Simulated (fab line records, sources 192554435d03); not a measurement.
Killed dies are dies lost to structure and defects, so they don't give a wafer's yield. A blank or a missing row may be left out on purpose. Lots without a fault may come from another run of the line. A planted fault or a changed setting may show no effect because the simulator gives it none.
A struck lot beside a sound one | flow n5_finfet | 26 steps out of a route of 1938
Sound: wafers L253.1, L253.3, L253.4. Struck: wafers L265.1, L265.2, L265.6. The cause comes at the end.
At each step with rows: each side's tool, then ch and its chambers, then its first start. Under that, the readings that differ: sound wafers | struck wafers | difference of the means | sigmas: that difference in standard deviations of wafers without a fault.
alike: readings whose means differ by less than 2 such deviations, and words and numbers that are the same on both sides. not compared: withheld readings, readings that some wafer has no value for, bounds like >300 that may hide the same value, and numbers for which the record gives no deviation and whose values overlap.
The two part at a step that has a row with sigmas, a row that says differs or no value, or rows on one side only. Numbers that don't overlap but have no deviation are shown without sigmas and don't part them. A reading that every wafer of one side lacks parts them only if that side has two wafers or more.

first, 9 steps without rows for these wafers: N5_BEOL_M9_DESCUM_33 (chemistry O2, time 7 s); N5_BEOL_M9_ETCH_76 (etches underlayer in N2/H2, target depth 6.5 nm, time 5.2 s); N5_BEOL_M9_ETCH_65 (etches SiARC in CF4, target depth 15.6 nm, time 26 s); N5_BEOL_M9_ETCH_66 (etches SOC in N2/H2, target depth 80 nm, overetch 16 nm, time 120 s); N5_BEOL_M9_STRIP_69 (strips in N2/H2); N5_BEOL_M9_STRIP_77 (strips in N2/H2); N5_BEOL_M9_VIA_ETCH_34 (etches SiCOH lowk in C4F6/O2, target depth 182.4 nm, time 68.4 s); N5_BEOL_M9_STRIP_73 (strips in C4F6/O2); N5_BEOL_M9_STRIP_36 (strips in N2/H2).
N5_BEOL_M9_TRENCH_ETCH_37: etches SiCOH lowk in C4F6/O2, target depth 151.43 nm, time 49 s.
  sound on rie_diel-04 ch 0,1,2, day 10 12:21; struck on rie_diel-04 ch 0,1, day 13 01:44
  reading                             | sound             | struck          | difference | sigmas
  model.etch.depth_nm (nm)            | 147.2 146.1 152.1 | 155.4 157.2 156 | +7.7       |
  model.BEOL_M9.feature_depth_nm (nm) | 147.2 146 152     | 155.4 157.2 156 | +7.8       |
  alike: drypump_motor_current_A, oes_product_au, rf_vpp_V, showerhead_plenum_p_Torr, throttle_valve_pct
  not compared: rf_hours_counter_h
then, 15 steps without rows for these wafers: N5_BEOL_M9_ETCH_41 (etches SiCN in CH3F/O2, target depth 36.6 nm, time 70.1 s); N5_BEOL_M9_STRIP_80 (strips in N2/H2, time 10 s); N5_BEOL_M9_HM_STRIP_39 (strips TiN in peroxide tin strip, target depth 25 nm, time 158 s); N5_BEOL_M9_SRD_40 (time 30 s); N5_BEOL_M9_PRECLEAN_42 (cleans in residue remover, time 60 s); N5_BEOL_M9_SRD_43 (time 30 s); N5_BEOL_M9_CURE_72 (cures SiCOH lowk, time 120 s); N5_BEOL_M9_DEGAS_44 (time 60 s); N5_BEOL_M9_PRE_CLEAN_45 (time 30 s); N5_BEOL_M9_ALD_74 (deposits TaN, target thk 2 nm, pulse time 2 s, purge time 3 s); N5_BEOL_M9_SURFACE_TREAT_79; N5_BEOL_M9_CVD_78 (deposits Co from CCTBA/H2, target thk 2 nm, time 138.9 s); N5_BEOL_M9_SPUTTER_48 (material Cu, target thk 12 nm, time 2 s); N5_BEOL_M9_ECD_50 (material Cu, target thk 318 nm); N5_BEOL_M9_ANNEAL_51 (time 90 s).
N5_BEOL_M9_CMP_52: polishes, stops on SiCOH lowk, t overpolish 7 s, target thk 140 nm.
  sound on cmp-02 ch 0,2,3, day 10 16:56; struck on cmp-01 ch 0,1,3, day 13 05:39
  reading                                | sound             | struck            | difference | sigmas
  model.Cu_of_BEOL_M9_ECD_50.thk_nm (nm) | 137.4 134.2 141.2 | 145.4 149.2 146.2 | +9.3       |
  alike: barrier_field_endpoint_s, clearing_platen_down_force_psi, head_pressure_psi, motor_current_A, overpolish_run_s, slurry_flow_ml_min, time_to_endpoint_s

WHERE THEY PART
Nowhere in this record.

WHY: what the simulator had put in
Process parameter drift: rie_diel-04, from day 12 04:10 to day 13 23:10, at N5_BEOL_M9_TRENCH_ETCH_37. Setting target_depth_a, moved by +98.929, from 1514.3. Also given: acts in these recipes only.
